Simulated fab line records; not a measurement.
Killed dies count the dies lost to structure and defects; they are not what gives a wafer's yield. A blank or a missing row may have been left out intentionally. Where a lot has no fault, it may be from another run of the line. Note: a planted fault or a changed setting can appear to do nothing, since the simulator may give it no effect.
fab line records	flow nand-harc
record lots=6	wafers=18	last-day=23
route steps=1159 shown A_M1@1040 END@1159
lots untouched by any fault: they come from a run of this same line in which no faults occurred
start-h: hours from the record's opening day to when the first of the lot's shown wafers began	wait-h: hours from the lot's prior step to this one	" as in the row above	L1.1+2: several wafers, shown together as one row	- value missing, or start not given	* or withheld: withheld	< > ~ a bound
route shown NAME@n: NAME is a module with steps in the file, n the number in the route of the first one	usual: mean/standard deviation taken from wafers without a fault	same: alike in all rows	chamber/n: place in a boat	sites: each site's reading	_std_site: standard deviation across them	_edge_site: mean of outer sites minus mean of inner sites	radius-mm: how far each site lies from the wafer's centre	mask NAME#n: copy n	behind: the last tool/chamber to shape the wafer	hold: why the lot went on hold/how many hours it stayed there/how the hold came to an end	device: the n, p or np transistor that did not switch	end of line: at the end of the route, the tests of the same wafers	a step given without rows: its recipe and nothing more	killed: not the wafer's yield, but the dies lost to structure and defects at the first sort	map: the dies of a wafer, with x for killed, . for not killed, _ for no die there
set.NAME: the setting that was run; set.NAME@STEP: the one run at that earlier step	model.NAME: the simulator's own value behind a step, which no gauge read
a table for each step, a row for each wafer; lots at some steps of the route
services: the hour from which a tool's chamber was out of use, counted from the record's first day as start-h (under 0 if before that day), plus the number of hours and why
## steps
# step NHARC_A_M1_ETCH_35
# recipe target-depth-a=400	overetch-a=120	time-s=43.94	ion-energy-ev=200	n2-flow-sccm=150	h2-flow-sccm=150	ar-flow-sccm=0	rf-w=400	bias-w=150	chemistry=N2/H2
# step NHARC_A_M1_ETCH_15
# recipe target-depth-a=1825	time-s=91.2	c4f8-flow-sccm=withheld	ar-flow-sccm=400	rf-w=600	bias-w=300	chemistry=C4F8/Ar
# usual bias-w=299.9/0.92	oes-product-au=0.955/0.021	rf-vpp-V=440.5/2.4
lot.wafer	tool	chamber	start-h	wait-h	bias-w	oes-product-au	rf-hours-counter-h	rf-vpp-V
L216.3	rie-diel-08	1	-	-	299.4	0.930	3	441.9
L216.4	"	2	"	"	300.7	0.934	3	440.7
L216.1	"	3	"	"	300.0	0.925	3	440.5
L214.3	rie-diel-08	1	-	-	299.8	0.959	3	441.2
L214.4	"	0	"	"	300.7	0.953	3	443.5
L214.6	"	1	"	"	299.9	0.959	-	442.5
L218.3	rie-diel-08	0	-	-	299.8	0.912	4	444.2
L218.4	"	2	"	"	299.3	0.932	4	439.5
L218.5	"	3	"	"	298.3	0.923	-	443.7
L221.1	rie-diel-04	1	-	-	300.3	0.928	11	438.1
L221.2	"	0	"	"	299.1	0.924	12	442.4
L221.5	"	1	"	"	300.4	0.932	-	439.1
L230.3	rie-diel-12	1	-	-	299.6	0.964	7	437.8
L230.5	"	2	"	"	298.8	0.977	-	445.9
L230.6	"	3	"	"	299.4	0.977	-	438.6
L232.4	rie-diel-04	0	-	-	301.1	0.961	3	442.0
L232.2	"	2	"	"	299.1	0.964	3	438.5
L232.6	"	1	"	"	298.9	0.981	-	439.2
# step NHARC_A_M1_CD_MEAS_16
# usual cd-nm=119.8/0.55
lot.wafer	tool	chamber	start-h	wait-h	cd-nm
L216.1	cd-sem-01	-	409.56	-	121.0
L216.3	"	-	"	"	120.1
L216.4	"	-	"	"	120.3
L214.3	cd-sem-02	-	410.41	-	120.4
L214.4	"	-	"	"	120.5
L214.6	"	-	"	"	120.8
L218.3	cd-sem-01	-	440.68	-	119.7
L218.4	"	-	"	"	120.6
L218.5	"	-	"	"	119.7
L221.1	cd-sem-03	-	445.87	-	119.9
L221.2	"	-	"	"	119.3
L221.5	"	-	"	"	120.3
L230.3	cd-sem-02	-	505.96	-	120.8
L230.5	"	-	"	"	120.5
L230.6	"	-	"	"	120.8
L232.2	cd-sem-01	-	510.03	-	120.2
L232.4	"	-	"	"	120.2
L232.6	"	-	"	"	119.1
# step NHARC_A_M1_STRIP_18
# recipe power-w=1000	n2-flow-sccm=150	h2-flow-sccm=150	ar-flow-sccm=0	bias-w=0	chemistry=N2/H2
# step NHARC_A_M1_ETCH_28
# recipe target-depth-a=300	over-etch-frac=0.3	time-s=72.99	ion-energy-ev=150	cf4-flow-sccm=50	n2-flow-sccm=100	ar-flow-sccm=150	rf-w=300	bias-w=100	chemistry=CF4/N2
# usual bias-w=100.0/0.32	drypump-motor-current-A=5.7/0.44	oes-product-au=1.003/0.0081	rf-vpp-V=314.4/1.9	showerhead-plenum-p-Torr=2.63/0.1	throttle-valve-pct=19.794/0.0091
lot.wafer	tool	chamber	start-h	wait-h	bias-w	drypump-motor-current-A	oes-product-au	rf-hours-counter-h	rf-vpp-V	showerhead-plenum-p-Torr	throttle-valve-pct
L216.1	rie-diel-04	0	-	-	100.5	5.1	0.990	8	316.5	2.67	19.795
L216.4	"	1	"	"	99.8	6.4	0.999	7	313.2	2.51	19.796
L216.3	"	2	"	"	99.9	5.0	0.997	9	311.4	2.53	19.806
L214.4	rie-diel-04	0	-	-	100.2	5.1	0.997	8	315.1	2.67	19.807
L214.3	"	1	"	"	100.1	6.4	1.000	7	312.4	2.51	19.783
L214.6	"	3	"	"	100.3	6.2	1.010	-	312.0	2.48	19.779
L218.4	rie-diel-12	2	-	-	99.9	5.9	1.010	3	317.5	2.81	19.799
L218.3	"	1	"	"	100.1	5.6	0.993	3	311.4	2.53	19.794
L218.5	"	2	"	"	99.2	5.9	0.996	-	316.5	2.81	19.796
L221.1	rie-diel-04	2	-	-	100.2	5.0	1.002	12	312.9	2.53	19.807
L221.2	"	3	"	"	100.2	6.2	0.995	12	313.3	2.48	19.811
L221.5	"	1	"	"	99.2	6.4	0.989	-	311.7	2.51	19.800
L230.3	rie-diel-08	3	-	-	100.5	6.1	1.001	1	314.7	2.69	19.799
L230.5	"	2	"	"	100.1	5.2	1.010	-	314.3	2.64	19.815
L230.6	"	3	"	"	100.2	6.1	0.990	-	316.4	2.69	19.784
L232.2	rie-diel-08	1	-	-	99.6	5.1	1.010	1	315.2	2.69	19.806
L232.4	"	2	"	"	99.8	5.2	1.001	1	313.2	2.64	19.796
L232.6	"	0	"	"	100.1	5.2	0.991	-	316.4	2.76	19.784
# step NHARC_A_M1_STRIP_19
# recipe time-s=600	temp-c=30	chemistry=post-etch-residue-remover
# step NHARC_A_M1_DEGAS_29
# recipe temp-c=250	time-s=60
# usual heater-power-w=351/29
lot.wafer	tool	chamber	start-h	wait-h	heater-power-w
L216.1	pvd-sputter-01	-	410.29	-	310
L216.4	"	-	"	"	369
L216.3	"	-	"	"	300
L214.4	pvd-sputter-02	-	411.11	-	353
L214.3	"	-	"	"	366
L214.6	"	-	"	"	367
L218.3	pvd-sputter-02	-	441.39	-	340
L218.4	"	-	"	"	352
L218.5	"	-	"	"	350
L221.1	pvd-sputter-01	-	446.65	-	320
L221.2	"	-	"	"	315
L221.5	"	-	"	"	363
L230.3	pvd-sputter-03	-	506.68	-	384
L230.5	"	-	"	"	379
L230.6	"	-	"	"	381
L232.4	pvd-sputter-02	-	510.75	-	360
L232.2	"	-	"	"	351
L232.6	"	-	"	"	350
# step NHARC_A_M1_PRE_CLEAN_30
# recipe time-s=30	temp-c=280	gas=H2/He
# step NHARC_A_M1_PVD_20
# recipe target-thk-a=50	bias-v=168.6	power-w=15000	chamber-pressure-pa=0.12	time-s=8.06	substrate-temp-c=50	material=TaN
# step NHARC_A_M1_PVD_21
# recipe target-thk-a=300	chamber-pressure-pa=5	power-w=5000	substrate-temp-c=30	time-s=20.49	material=Cu
# usual substrate-temp-c=30.01/0.1	throttle-valve-pct=29.9/0.85
lot.wafer	tool	chamber	start-h	wait-h	substrate-temp-c	throttle-valve-pct
L216.1	pvd-sputter-01	-	-	-	29.95	30.8
L216.3	"	-	"	"	29.98	30.0
L216.4	"	-	"	"	29.94	29.8
L214.3	pvd-sputter-02	-	-	-	30.13	30.3
L214.4	"	-	"	"	30.23	32.1
L214.6	"	-	"	"	29.86	29.2
L218.4	pvd-sputter-02	-	-	-	29.93	30.3
L218.3	"	-	"	"	29.98	29.3
L218.5	"	-	"	"	30.06	29.2
L221.2	pvd-sputter-01	-	-	-	29.78	31.0
L221.1	"	-	"	"	30.00	30.0
L221.5	"	-	"	"	30.26	29.5
L230.3	pvd-sputter-03	-	-	-	30.07	29.4
L230.6	"	-	"	"	30.00	29.8
L230.5	"	-	"	"	29.94	29.8
L232.2	pvd-sputter-02	-	-	-	30.09	29.2
L232.4	"	-	"	"	30.06	30.1
L232.6	"	-	"	"	29.97	29.4
# step NHARC_A_M1_ECD_22
# recipe target-thk-a=4000	bath-temp-c=25	material=Cu
# step NHARC_A_M1_ANNEAL_31
# recipe temp-c=225	time-s=90
# step NHARC_A_M1_CMP_23
# recipe t-overpolish-s=20	target-thk-nm=154.34
# usual motor-current-A=11.9/1	time-to-endpoint-s=27.6/2.1
# same t-overpolish-s=20
lot.wafer	tool	chamber	start-h	wait-h	motor-current-A	time-to-endpoint-s
L216.4	cmp-02	0	411.42	-	10.0	29.0
L216.1	"	1	"	"	10.9	26.9
L216.3	"	2	"	"	13.3	28.0
L214.3	cmp-03	3	412.25	-	11.9	28.6
L214.4	"	0	"	"	11.0	30.2
L214.6	"	2	"	"	12.6	29.3
L218.4	cmp-03	1	442.49	-	12.8	30.7
L218.3	"	0	"	"	10.6	32.3
L218.5	"	1	"	"	12.9	26.8
L221.1	cmp-03	0	447.74	-	10.5	28.4
L221.2	"	1	"	"	12.5	27.3
L221.5	"	3	"	"	12.1	29.4
L230.3	cmp-03	0	508.02	-	10.8	28.0
L230.6	"	2	"	"	12.7	30.0
L230.5	"	3	"	"	12.8	27.3
L232.2	cmp-03	3	511.89	-	12.0	26.7
L232.4	"	1	"	"	12.5	23.8
L232.6	"	2	"	"	12.9	25.5
# step NHARC_A_M1_THK_MEAS_24
# recipe thk-meas-gauge=xrf
# usual thk-nm=153.9/1.3
lot.wafer	tool	chamber	start-h	wait-h	thk-nm
L216.1	film-metro-01	-	411.70	-	155.3
L216.3	"	-	"	"	156.9
L216.4	"	-	"	"	155.1
L214.3	film-metro-01	-	412.51	-	153.2
L214.4	"	-	"	"	151.6
L214.6	"	-	"	"	154.1
L218.3	film-metro-02	-	442.81	-	153.7
L218.4	"	-	"	"	151.9
L218.5	"	-	"	"	153.0
L221.1	film-metro-01	-	448.03	-	155.9
L221.2	"	-	"	"	154.5
L221.5	"	-	"	"	152.1
L230.3	film-metro-02	-	508.28	-	154.2
L230.5	"	-	"	"	153.8
L230.6	"	-	"	"	153.0
L232.2	film-metro-02	-	512.18	-	152.7
L232.4	"	-	"	"	152.8
L232.6	"	-	"	"	152.0
# step NHARC_A_M1_SRD_25
# step NHARC_A_M1_INSPECT_27
# usual raw-defect-count=437/130
lot.wafer	tool	chamber	start-h	wait-h	hold	raw-defect-count
L216.1	defect-inspect-02	-	411.86	0.0	-	520
L216.3	"	-	"	"	-	616
L216.4	"	-	"	"	-	525
L214.3	defect-inspect-01	-	412.67	0.0	-	278
L214.4	"	-	"	"	-	392
L214.6	"	-	"	"	-	326
L218.3	defect-inspect-01	-	442.96	0.0	await-dispo/0.2h/release	1685
L218.4	"	-	"	"	await-dispo/0.2h/release	1620
L218.5	"	-	"	"	await-dispo/0.2h/release	1620
L218.3	defect-inspect-01	-	443.14	0.2	-	1649
L218.4	"	-	"	"	-	1621
L218.5	"	-	"	"	-	1622
L221.1	defect-inspect-01	-	448.19	0.0	await-dispo/0.2h/release	1997
L221.2	"	-	"	"	await-dispo/0.2h/release	1919
L221.5	"	-	"	"	await-dispo/0.2h/release	1824
L221.1	defect-inspect-01	-	448.36	0.2	-	2009
L221.2	"	-	"	"	-	1915
L221.5	"	-	"	"	-	1841
L230.3	defect-inspect-02	-	508.43	0.0	-	386
L230.5	"	-	"	"	-	403
L230.6	"	-	"	"	-	396
L232.2	defect-inspect-01	-	512.33	0.0	-	767
L232.4	"	-	"	"	-	473
L232.6	"	-	"	"	-	545
# step NHARC_A_M1_PRE_CLEAN_32
# recipe time-s=12	temp-c=370	rf-power-w=300	gas=NH3
# usual heater-power-outer-w=354/74	heater-power-w=612/110
lot.wafer	tool	chamber	start-h	wait-h	hold	heater-power-outer-w	heater-power-w
L216.3	pecvd-01	0	411.94	0.1	-	294	536
L216.1	"	1	"	"	-	382	651
L216.4	"	2	"	"	-	388	704
L214.3	pecvd-01	0	412.74	0.1	-	327	579
L214.6	"	0	"	"	-	332	586
L214.4	"	1	"	"	-	333	605
L218.3	pecvd-03	0	445.04	1.9	await-dispo/1.2h/release	304	560
L218.4	"	2	"	"	await-dispo/1.2h/release	346	583
L218.5	"	0	"	"	await-dispo/1.2h/release	319	562
L221.1	pecvd-02	1	450.93	2.6	await-dispo/2.5h/release	273	503
L221.2	"	0	"	"	await-dispo/2.5h/release	290	467
L221.5	"	2	"	"	await-dispo/2.5h/release	366	647
L230.3	pecvd-02	2	508.54	0.1	-	388	654
L230.6	"	1	"	"	-	281	511
L230.5	"	0	"	"	-	273	466
L232.2	pecvd-02	0	512.40	0.1	-	294	504
L232.6	"	0	"	"	-	292	482
L232.4	"	1	"	"	-	288	522
# step NHARC_END_SORT_01
# recipe temp-c=25
# usual defect-limited-yield=95.2/1.6	killed-at-array=28/11	killed-at-other=0.8/1.3	killed-at-periphery=3.6/2.5	killed-dies=32/11	killed-open=3.0/1.8	killed-short=2.0/1.5	sort_bin_2_pct=1.5/0.66	sort_bin_3_pct=0.25/0.23	sort_bin_4_pct=3.0/1.1	sort-n-pass=645/11	sort-rim-yield-pct=96.0/2.9	sort-yield-pct=95.2/1.6
# same gross-dies=677	sort_bin_5_pct[%]=0	sort_bin_6_pct[%]=0	sort_bin_7_pct[%]=0	sort_bin_8_pct[%]=0	sort-rim-n-gross=106.00
lot.wafer	tool	chamber	start-h	wait-h	defect-limited-yield[%]	killed-at-array	killed-at-other	killed-at-periphery	killed-dies	killed-open	killed-short	sort_bin_2_pct[%]	sort_bin_3_pct[%]	sort_bin_4_pct[%]	sort-n-pass	sort-rim-yield-pct[%]	sort-yield-pct[%]
L216.1	prober-02	0	477.26	2.5	94.5	34	0	3	37	2	2	1.0	0.59	3.8	640	99.1	94.5
L216.3	prober-02	0	478.86	3.1	95.6	28	1	1	30	3	2	1.5	0.30	2.7	647	96.2	95.6
L216.4	prober-02	0	479.67	3.4	96.3	24	0	1	25	0	4	1.2	0.30	2.2	652	95.3	96.3
L214.3	prober-01	0	479.00	3.1	96.2	18	0	8	26	8	2	1.0	0.30	2.5	651	90.6	96.2
L214.4	prober-01	0	479.82	3.4	96.5	18	1	5	24	3	3	0.7	0	2.8	653	98.1	96.5
L214.6	prober-01	0	481.44	4.1	97.8	11	1	3	15	1	3	0.6	0.15	1.5	662	98.1	97.8
L218.3	prober-01	0	488.31	3.1	16.1	562	3	3	568	3	1	39.3	7.24	37.4	109	19.8	16.1
L218.4	prober-01	0	489.11	3.4	13.9	578	0	5	583	1	2	39.4	9.31	37.4	94	14.2	13.9
L218.5	prober-01	0	489.91	3.7	15.7	565	2	4	571	3	2	37.8	9.16	37.4	106	13.2	15.7
L221.1	prober-02	0	500.69	2.5	14.6	575	0	3	578	0	0	38.0	9.45	38.0	99	16.0	14.6
L221.2	prober-02	0	501.49	2.8	16.1	562	0	6	568	1	0	34.6	7.83	41.5	109	18.9	16.1
L221.5	prober-02	0	503.89	3.7	15.8	562	4	4	570	1	0	38.7	7.98	37.5	107	16.0	15.8
L230.3	prober-02	0	541.60	3.1	93.6	27	6	10	43	3	2	1.5	0.59	4.3	634	91.5	93.6
L230.5	prober-02	0	543.17	3.6	94.7	25	2	9	36	4	2	1.6	0.30	3.4	641	96.2	94.7
L230.6	prober-02	0	543.96	3.9	95.7	20	1	8	29	6	0	0.9	0.30	3.1	648	94.3	95.7
L232.2	prober-01	0	548.67	2.8	95.7	28	0	1	29	5	3	0.9	0.30	3.1	648	100.0	95.7
L232.4	prober-01	0	550.27	3.4	93.2	41	2	3	46	5	4	2.4	0	4.4	631	98.1	93.2
L232.6	prober-01	0	551.87	4.0	94.1	37	0	3	40	3	2	1.3	0.30	4.3	637	96.2	94.1
# killed by level:class
L216.1 A_SLIT:chamber-film-flake=14 A_CHANNEL_HOLE_D1:chamber-film-flake=12 A_WL_FILL:chamber-film-flake=3 A_BONDPAD:chamber-film-flake=2 P_CONTACT:geometric-particle:short=1 P_M0:geometric-particle:open=1 A_WL_FILL:geometric-particle:open=1 A_WL_FILL:geometric-particle:short=1
L216.3 A_CHANNEL_HOLE_D1:chamber-film-flake=12 A_SLIT:chamber-film-flake=7 A_BONDPAD:chamber-film-flake=3 A_M0:geometric-particle:open=2 A_WL_FILL:chamber-film-flake=2 P_M0:geometric-particle:short=1 A_CONTACT:geometric-particle:open=1 STARTING-WAFER:geometric-particle:short=1
L214.3 A_CHANNEL_HOLE_D1:chamber-film-flake=9 P_ZERO_WELL:chamber-film-flake=2 A_CONTACT:chamber-film-flake=2 P_GATE:geometric-particle:open=1 P_CONTACT:geometric-particle:open=1 P_M0:geometric-particle:open=1 P_M2:geometric-particle:short=1 A_SOURCE_PLATE:geometric-particle:open=1
L216.4 A_CHANNEL_HOLE_D1:chamber-film-flake=8 A_SLIT:chamber-film-flake=8 A_CONTACT:chamber-film-flake=3 A_WL_FILL:chamber-film-flake=2 P_CONTACT:geometric-particle:short=1 A_SOURCE_PLATE:geometric-particle:short=1 A_SGD_CUT:geometric-particle:short=1 A_M0:geometric-particle:short=1
L214.4 A_CHANNEL_HOLE_D1:chamber-film-flake=10 P_M1:chamber-film-flake=2 A_STAIRCASE:chamber-film-flake=2 P_M1:geometric-particle:open=1 A_CHANNEL_FILL_D1:geometric-particle:short=1 A_WL_FILL:geometric-particle:open=1 A_CONTACT:geometric-particle:short=1 A_CONTACT:geometric-particle:open=1
L214.6 A_CHANNEL_HOLE_D1:chamber-film-flake=4 A_ZERO_WELL:chamber-film-flake=3 A_SOURCE_PLATE:geometric-particle:short=1 A_ONON_D1:geometric-particle:short=1 A_CONTACT:geometric-particle:open=1 THIN_TSV:geometric-particle:short=1 P_ZERO_WELL:chamber-film-flake=1 P_STI:chamber-film-flake=1
L218.3 A_M1:unspecified=542 A_CHANNEL_HOLE_D1:chamber-film-flake=9 A_SLIT:chamber-film-flake=6 P_GATE:chamber-film-flake=2 THIN_TSV:chamber-film-flake=2 A_CONTACT:chamber-film-flake=2 P_CONTACT:geometric-particle:open=1 A_CONTACT:geometric-particle:open=1
L218.4 A_M1:unspecified=566 A_CHANNEL_HOLE_D1:chamber-film-flake=5 A_SLIT:chamber-film-flake=5 P_GATE:chamber-film-flake=3 P_M0:geometric-particle:short=1 P_M0:geometric-particle:open=1 A_WL_FILL:geometric-particle:short=1 A_ZERO_WELL:chamber-film-flake=1
L218.5 A_M1:unspecified=546 A_CHANNEL_HOLE_D1:chamber-film-flake=13 P_ZERO_WELL:chamber-film-flake=2 THIN_TSV:chamber-film-flake=2 P_GATE:geometric-particle:open=1 A_CHANNEL_FILL_D1:geometric-particle:short=1 A_SGD_CUT:geometric-particle:open=1 A_M0:geometric-particle:open=1
L221.1 A_M1:unspecified=563 A_CHANNEL_HOLE_D1:chamber-film-flake=6 A_CONTACT:chamber-film-flake=3 A_STAIRCASE:chamber-film-flake=2 P_GATE:chamber-film-flake=1 P_M0:chamber-film-flake=1 P_BONDPAD:chamber-film-flake=1 A_M0:chamber-film-flake=1
L221.2 A_M1:unspecified=548 A_CHANNEL_HOLE_D1:chamber-film-flake=7 P_GATE:chamber-film-flake=4 A_CONTACT:chamber-film-flake=4 P_M2:geometric-particle:open=1 P_BONDPAD:chamber-film-flake=1 A_ZERO_WELL:chamber-film-flake=1 A_STAIRCASE:chamber-film-flake=1
L221.5 A_M1:unspecified=548 A_CHANNEL_HOLE_D1:chamber-film-flake=6 THIN_TSV:chamber-film-flake=4 A_CONTACT:chamber-film-flake=3 P_GATE:chamber-film-flake=2 A_STAIRCASE:chamber-film-flake=2 P_STI:chamber-film-flake=1 A_CONTACT:geometric-particle:open=1
L230.3 A_CHANNEL_HOLE_D1:chamber-film-flake=7 A_CONTACT:chamber-film-flake=7 THIN_TSV:chamber-film-flake=6 P_M2:chamber-film-flake=4 A_STAIRCASE:chamber-film-flake=3 A_WL_FILL:chamber-film-flake=3 P_ZERO_WELL:chamber-film-flake=2 A_CHANNEL_FILL_D1:chamber-film-flake=2
L230.5 A_CHANNEL_HOLE_D1:chamber-film-flake=9 A_STAIRCASE:chamber-film-flake=5 A_CONTACT:chamber-film-flake=4 P_ZERO_WELL:chamber-film-flake=3 P_STI:chamber-film-flake=2 P_M1:chamber-film-flake=2 THIN_TSV:chamber-film-flake=2 P_CONTACT:geometric-particle:open=1
L230.6 A_CHANNEL_HOLE_D1:chamber-film-flake=8 A_M0:geometric-particle:open=3 P_M2:chamber-film-flake=3 A_STAIRCASE:chamber-film-flake=3 A_CHANNEL_FILL_D1:geometric-particle:open=2 P_ZERO_WELL:chamber-film-flake=2 P_GATE:chamber-film-flake=2 A_CONTACT:chamber-film-flake=2
L232.2 A_SLIT:chamber-film-flake=14 A_STAIRCASE:chamber-film-flake=3 A_WL_FILL:geometric-particle:short=2 A_CHANNEL_HOLE_D1:chamber-film-flake=2 P_M0:geometric-particle:open=1 A_ONON_D1:geometric-particle:short=1 A_CHANNEL_HOLE_D1:geometric-particle:open=1 A_WL_FILL:geometric-particle:open=1
L232.4 A_SLIT:chamber-film-flake=19 A_CHANNEL_HOLE_D1:chamber-film-flake=8 A_STAIRCASE:chamber-film-flake=4 THIN_TSV:chamber-film-flake=2 A_ZERO_WELL:chamber-film-flake=2 P_GATE:geometric-particle:short=1 P_CONTACT:geometric-particle:open=1 A_CHANNEL_HOLE_D1:geometric-particle:short=1
L232.6 A_SLIT:chamber-film-flake=18 A_CHANNEL_HOLE_D1:chamber-film-flake=7 A_STAIRCASE:chamber-film-flake=3 P_GATE:chamber-film-flake=2 A_CHANNEL_FILL_D1:chamber-film-flake=2 A_CONTACT:chamber-film-flake=2 P_M1:geometric-particle:short=1 A_ONON_D1:geometric-particle:open=1
# map L218.4 (x killed, . not)
____________x____________
_________xxxxxxx_________
_______xx.x.xxxxxx_______
______xxxxxxxxx.xxx______
_____xxxxxxx..xxxxxx_____
____.xxxxxx.xx.xxx.xx____
____xxxxxx.xxxx..xxxx____
___xxxxx.xxxxxxxxx.xxx___
___xx.xxxxxxxxxxx.xxxx___
__.xxxxxxxxxxxxxxxxxxxx__
__xxxxx.xx.xxx.xxx..xx.__
_xxx.xxxxxxxxxxxxxxxxxx._
_..xxxxxx.xxxxxxxxxx.xx._
_.xxxxxxxxxxxxxxxxxxxxxx_
_xxxxxxxx...xxxxxx..xxxx_
_xx..xxxxxxxxxxxx.xxxxx._
xxxxxxxxxxxxxxxx.xxxx..xx
.xxxxxxxxxxxxxxxxxxxxxxxx
xxxxxxxxx.xxxx.xxxxxxxxxx
xxxxxxxxxx.xxx.xxxxxxxxxx
xx.xxxxxxxxxx.xx.xxxxx...
_x.xx..xx.xxxxx..xxx..xx_
_xxxx..xxxxxxxx..xxxxxxx_
_xx.xxxxxxxxxxxxx.xxxxx._
_x.x.xxxxx.xxxxxx.xx.xx._
_xxxxxxxxxxxxx.x.xxxx.xx_
__xxxxxxxxxx.xxxxxxxx.x__
__xxxxxxxxxxxxxxx.xxxxx__
___xxxxxxxx.xx.xxxxxxx___
___xxxxxxxx.xxxxxxxxxx___
____xxxxxxx.xxxxxx.xx____
____xxxxxxxxxxx.xxxxx____
_____xxxxx.xx.xxxxxx_____
______xxxxxx.xxxxxx______
_______xx..x.xxxxx_______
_________xx.xxxx_________
____________x____________
# map L221.1 (x killed, . not)
____________.____________
_________xxx.xxx_________
_______xxxxx.xxxxx_______
______.xxxx.xxxxx.x______
_____xxxxxxxxxxxxxxx_____
____.xxxxxxxxxx.xxxxx____
____.xxxxxxxxxxxxxxx.____
___xxxxxxxxxx.xxxxxxxx___
___xxx.xxxx.xxxxxx.xxx___
__xx.xxxxxxxxxxx...xx.x__
__xxxxxxxxx.xxxxxxxxxxx__
_xxxx.xxx.xxxxxxxxxxxxxx_
_x.xxxxx.x.x.xxxx.xxxxx._
_.xxxx.xxxxxxxx.xxx.xxxx_
_xxxxx..x.x.xxx.xxxxxxxx_
_xxxxxxxxxxxx.xxxxxxxxxx_
xxxxxxxxx.xx.xxxx.xxxxx.x
xxxxxx.xxxxxxxxx...xxxxxx
xxxxxxx..xx.xxxxx...xxxxx
xxxxxxx.xxxxxxxxxx.xxxxxx
x.xxxx.xxxxxxxxxxxxxxx.xx
_..xx.xxxxxxxx.x.xxxx..x_
_.xxxxxxxxxxxxxxxx.xx.xx_
_x.xxxxxx.xxxxx.xxxxx.xx_
_xx.xx.xx.xxxxxxxxxxxxxx_
_.x.xxxxxxxxxxxxx.xxxxxx_
__xx.xxx..xx.xxxx.xxx.x__
__xxxxx.xxxxxxxxxxxxxxx__
___xxxxxxxxxxx.xx.xxxx___
___xxxxxxxxxxxx..xxxxx___
____xxxxxxxxx.xxx..xx____
____xxxxxxxxxxxxxx.xx____
_____xxxxxxxxxxx.xx._____
______xxxxxxxxxx..x______
_______.xxxxxxxxxx_______
_________xxx..xx_________
____________x____________
## services
tool	chamber	start-h	hours	kind
rie-diel-08	-	386.14	0.4	repair
pvd-sputter-02	-	392.00	10.0	pm
rie-diel-04	0	396.38	-	clean
rie-diel-04	1	396.38	-	clean
rie-diel-04	2	396.38	-	clean
rie-diel-04	3	396.38	-	clean
rie-diel-08	0	408.87	-	clean
rie-diel-08	1	408.87	-	clean
rie-diel-08	2	408.87	-	clean
rie-diel-08	3	408.87	-	clean
pecvd-01	-	418.18	13.0	pm
cmp-02	-	424.13	4.0	pm
rie-diel-04	-	438.64	0.4	repair
cmp-03	-	450.13	4.0	pm
rie-diel-08	0	457.76	21.6	repair
pvd-sputter-03	-	458.08	10.0	pm
cmp-03	-	460.71	2.0	repair
cmp-02	-	466.07	0.6	repair
rie-diel-04	-	466.25	9.0	pm
cmp-03	-	469.06	0.9	repair
pecvd-03	-	473.36	13.0	pm
pvd-sputter-02	-	477.55	1.4	repair
rie-diel-08	-	478.80	9.0	pm
pecvd-03	-	505.78	0.6	repair
## key
first-sign step=NHARC_A_M1_INSPECT_27	reading=visit	direction=added
effect step=NHARC_A_M1_INSPECT_27	reading=raw-defect-count	direction=up	sigmas=11	usual=437	struck=1778
effect step=NHARC_END_SORT_01	reading=killed-at-array	direction=up	sigmas=51	usual=28	struck=567
more-kills-born-at NHARC_A_M1_CMP_23@cmp-03=3313
met-at NHARC_A_M1_CMP_23
struck-wafers L218.3,L218.4,L218.5,L221.1,L221.2,L221.5
onset-between 412.25 442.49
fault kind=chamber-particle-source	tool=cmp-03	chamber=-	onset-h=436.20	steps=NHARC_A_M1_CMP_23	rate-per-visit-cm2=1.9718	end-h=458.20
